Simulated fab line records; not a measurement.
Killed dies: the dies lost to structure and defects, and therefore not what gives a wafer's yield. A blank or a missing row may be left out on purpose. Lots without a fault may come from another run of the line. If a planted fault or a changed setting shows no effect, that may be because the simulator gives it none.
Split-lot experiment || flow n5-finfet || on a route of 1938 steps: 7 lots, 21 wafers read

## THE SPLIT
At N5_FIN_CUT_COAT_19 (time 60 s, resist thk 20 nm), the setting spin-rpm was moved away from the recipe's 1500 rpm on 8 of the 21 wafers read, by -10.8% to +7.7%. All remaining wafers had this setting at the recipe value.

## FROM THE SPLIT TO THE READING: what the file shows between them, 4 steps
- N5_FIN_CUT_COAT_29: time 60 s, resist thk 10 nm
- N5_FIN_CUT_COAT_02: resist thk 30 nm
- N5_FIN_CUT_DESCUM_13: chemistry O2, time 7 s
- N5_FIN_CUT_ETCH_30: etches underlayer in N2/H2, target depth 13 nm, time 10.4 s

## THE READING
etch.depth-nm (the simulator's own value, which no gauge read), in nm, at N5_FIN_CUT_ETCH_20 (etches SiARC in CF4, target depth 26 nm, time 43.3 s). The file does not state a usual value for it. Average 20.03 nm, standard deviation 0.052 nm, over the 13 wafers here run with the recipe.

{"wafer": "L075.1", "tool, chamber at the split": "litho-track-04, 0", "spin-rpm as run, rpm": 1500, "against the recipe": "recipe", "etch.depth-nm, nm": 20.06, "against lot-mates on the recipe": "-"}
{"wafer": "L075.2", "tool, chamber at the split": "litho-track-04, 0", "spin-rpm as run, rpm": 1500, "against the recipe": "recipe", "etch.depth-nm, nm": 20.1, "against lot-mates on the recipe": "-"}
{"wafer": "L075.3", "tool, chamber at the split": "litho-track-04, 0", "spin-rpm as run, rpm": 1500, "against the recipe": "recipe", "etch.depth-nm, nm": 20.11, "against lot-mates on the recipe": "-"}
{"wafer": "L079.1", "tool, chamber at the split": "litho-track-04, 0", "spin-rpm as run, rpm": 1338, "against the recipe": "-10.8%", "etch.depth-nm, nm": 21.24, "against lot-mates on the recipe": "no lot-mate on the recipe"}
{"wafer": "L079.2", "tool, chamber at the split": "litho-track-04, 0", "spin-rpm as run, rpm": 1338, "against the recipe": "-10.8%", "etch.depth-nm, nm": 21.23, "against lot-mates on the recipe": "no lot-mate on the recipe"}
{"wafer": "L079.5", "tool, chamber at the split": "litho-track-04, 0", "spin-rpm as run, rpm": 1338, "against the recipe": "-10.8%", "etch.depth-nm, nm": 21.19, "against lot-mates on the recipe": "no lot-mate on the recipe"}
{"wafer": "L081.3", "tool, chamber at the split": "litho-track-04, 0", "spin-rpm as run, rpm": 1500, "against the recipe": "recipe", "etch.depth-nm, nm": 20.02, "against lot-mates on the recipe": "-"}
{"wafer": "L081.6", "tool, chamber at the split": "litho-track-04, 0", "spin-rpm as run, rpm": 1500, "against the recipe": "recipe", "etch.depth-nm, nm": 20.02, "against lot-mates on the recipe": "-"}
{"wafer": "L081.5", "tool, chamber at the split": "litho-track-04, 0", "spin-rpm as run, rpm": 1558, "against the recipe": "+3.9%", "etch.depth-nm, nm": 19.63, "against lot-mates on the recipe": -0.39}
{"wafer": "L086.2", "tool, chamber at the split": "litho-track-03, 0", "spin-rpm as run, rpm": 1500, "against the recipe": "recipe", "etch.depth-nm, nm": 19.98, "against lot-mates on the recipe": "-"}
{"wafer": "L086.4", "tool, chamber at the split": "litho-track-03, 0", "spin-rpm as run, rpm": 1553, "against the recipe": "+3.5%", "etch.depth-nm, nm": 19.59, "against lot-mates on the recipe": -0.39}
{"wafer": "L086.6", "tool, chamber at the split": "litho-track-03, 0", "spin-rpm as run, rpm": 1553, "against the recipe": "+3.5%", "etch.depth-nm, nm": 19.61, "against lot-mates on the recipe": -0.37}
{"wafer": "L090.4", "tool, chamber at the split": "litho-track-04, 0", "spin-rpm as run, rpm": 1500, "against the recipe": "recipe", "etch.depth-nm, nm": 20.03, "against lot-mates on the recipe": "-"}
{"wafer": "L090.5", "tool, chamber at the split": "litho-track-04, 0", "spin-rpm as run, rpm": 1500, "against the recipe": "recipe", "etch.depth-nm, nm": 19.99, "against lot-mates on the recipe": "-"}
{"wafer": "L090.6", "tool, chamber at the split": "litho-track-04, 0", "spin-rpm as run, rpm": 1500, "against the recipe": "recipe", "etch.depth-nm, nm": 20.1, "against lot-mates on the recipe": "-"}
{"wafer": "L091.3", "tool, chamber at the split": "litho-track-01, 0", "spin-rpm as run, rpm": 1615, "against the recipe": "+7.7%", "etch.depth-nm, nm": 19.25, "against lot-mates on the recipe": -0.67}
{"wafer": "L091.4", "tool, chamber at the split": "litho-track-01, 0", "spin-rpm as run, rpm": 1615, "against the recipe": "+7.7%", "etch.depth-nm, nm": 19.17, "against lot-mates on the recipe": -0.75}
{"wafer": "L091.6", "tool, chamber at the split": "litho-track-01, 0", "spin-rpm as run, rpm": 1500, "against the recipe": "recipe", "etch.depth-nm, nm": 19.92, "against lot-mates on the recipe": "-"}
{"wafer": "L097.1", "tool, chamber at the split": "litho-track-04, 0", "spin-rpm as run, rpm": 1500, "against the recipe": "recipe", "etch.depth-nm, nm": 20, "against lot-mates on the recipe": "-"}
{"wafer": "L097.2", "tool, chamber at the split": "litho-track-04, 0", "spin-rpm as run, rpm": 1500, "against the recipe": "recipe", "etch.depth-nm, nm": 20.01, "against lot-mates on the recipe": "-"}
{"wafer": "L097.4", "tool, chamber at the split": "litho-track-04, 0", "spin-rpm as run, rpm": 1500, "against the recipe": "recipe", "etch.depth-nm, nm": 20.04, "against lot-mates on the recipe": "-"}

THE FIT
A straight line over all 21 wafers: etch.depth-nm changes by -0.11 nm for each +1% of spin-rpm; r = -1.00; the points scatter about the line by 0.049 nm.
The same after taking each lot's own level away (the mean of its wafers on the recipe; 18 wafers): -0.0951 nm for each +1%; r = -0.99; scatter 0.032 nm.
According to that fit, moving spin-rpm by its largest amount changes the reading by 1 nm.
The span of the lots' own levels, 19.920 to 20.090 nm, comes to 3.3 times the standard deviation stated above.
In other words, the slope is changed by the lot-to-lot level; the two fits disagree.
Check: with one of the wafers moved furthest among these (+7.7%) left out of the fit, the line predicts -0.772 nm for it against its lot-mates. Against them it came out at -0.67 nm.

## ADDITIONAL SPLITS CARRIED BY THESE WAFERS
Note: prior to the reading, these wafers also went through further splits. Each is held against what the fit with the lots' levels taken away leaves over:
{"other split on the same wafers": "N5_PMOS_HMC_CHANNEL_EPI_EXPOSE_06 dose-mj", "wafers away from the commonest value": 7, "r with etch.depth-nm (lot level and that fit taken away)": "+0.02"}
{"other split on the same wafers": "N5_FIN_SAQP_DESCUM_21 time-s", "wafers away from the commonest value": 6, "r with etch.depth-nm (lot level and that fit taken away)": "+0.23"}

## THE WHOLE CHAIN: every reading that the file lists as answering this split, in the file's order
{"step": "N5_FIN_CUT_COAT_19", "what it does": "time 60 s, resist thk 20 nm", "reading": "SiARC_of_FIN_CUT_COAT_19.thk-nm (the simulator's own value, which no gauge read)", "change (the file's fit)": "-0.105 nm for each +1% of the setting", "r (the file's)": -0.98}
{"step": "N5_FIN_CUT_ETCH_20", "what it does": "etches SiARC in CF4, target depth 26 nm, time 43.3 s", "reading": "etch.depth-nm (the simulator's own value, which no gauge read)", "change (the file's fit)": "-0.0956 nm for each +1% of the setting", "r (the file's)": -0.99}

## THE FILE'S OWN FIT
etch.depth-nm changes by -0.0956 nm for each +1% of spin-rpm, r = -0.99.
